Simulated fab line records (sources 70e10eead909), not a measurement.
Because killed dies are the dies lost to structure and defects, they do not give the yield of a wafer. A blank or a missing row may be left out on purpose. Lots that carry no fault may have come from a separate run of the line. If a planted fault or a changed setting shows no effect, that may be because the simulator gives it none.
Matching of chambers -- flow nand-harc -- 3 sister chambers for NHARC_A_STAIRCASE_DEP_322 on pecvd-02
The step deposits SiO2, target thk 3800 nm. 14 wafers are shown with their chamber, then 7 later ones without.

WAFERS WITH THEIR CHAMBER
wafer,chamber,heater-power-w (W)
L078.1,2,631
L078.5,2,532
L078.6,1,663
L087.1,0,669
L087.5,1,648
L087.6,2,527
L087.2,1,714
L087.3,2,602
L087.4,0,596
L089.2,2,570
L089.5,2,533
L089.6,1,644
L090.2,1,783
L090.4,2,529

SIGNATURES (averages over the wafers above)
reading,chamber 0,chamber 1,chamber 2,scatter within a chamber
heater-power-w,632.50,690.40,560.57,49.5
Rule: for a wafer and a chamber, the distance is found by dividing, reading by reading, the gap between the wafer's reading and the chamber's mean by the reading's scatter, squaring, summing and taking the root. If the next closest chamber is less than 2 further off than the closest, the wafer can't be placed; otherwise it belongs to the closest. How the scatter is found: for the shown wafers, subtract from each reading the mean of its chamber, square and add these, divide the total by (wafers less chambers), then take the root.

WAFERS WITHOUT THEIR CHAMBER
wafer,heater-power-w (W)
L090.5,636
L093.1,729
L093.2,606
L093.6,515
L096.1,598
L096.4,512
L096.5,632

THE CHAMBER EACH PASSED THROUGH
wafer,from the rows above,in truth
L090.5,can't be placed: 0 or 1 or 2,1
L093.1,can't be placed: 1 or 0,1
L093.2,can't be placed: 0 or 2 or 1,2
L093.6,can't be placed: 2 or 0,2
L096.1,can't be placed: 0 or 2 or 1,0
L096.4,can't be placed: 2 or 0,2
L096.5,can't be placed: 0 or 1 or 2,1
Correctly placed: 0 of 7. Can't be placed from these rows: 7 (the true chamber is among the candidates in 7). Wrongly placed: 0.
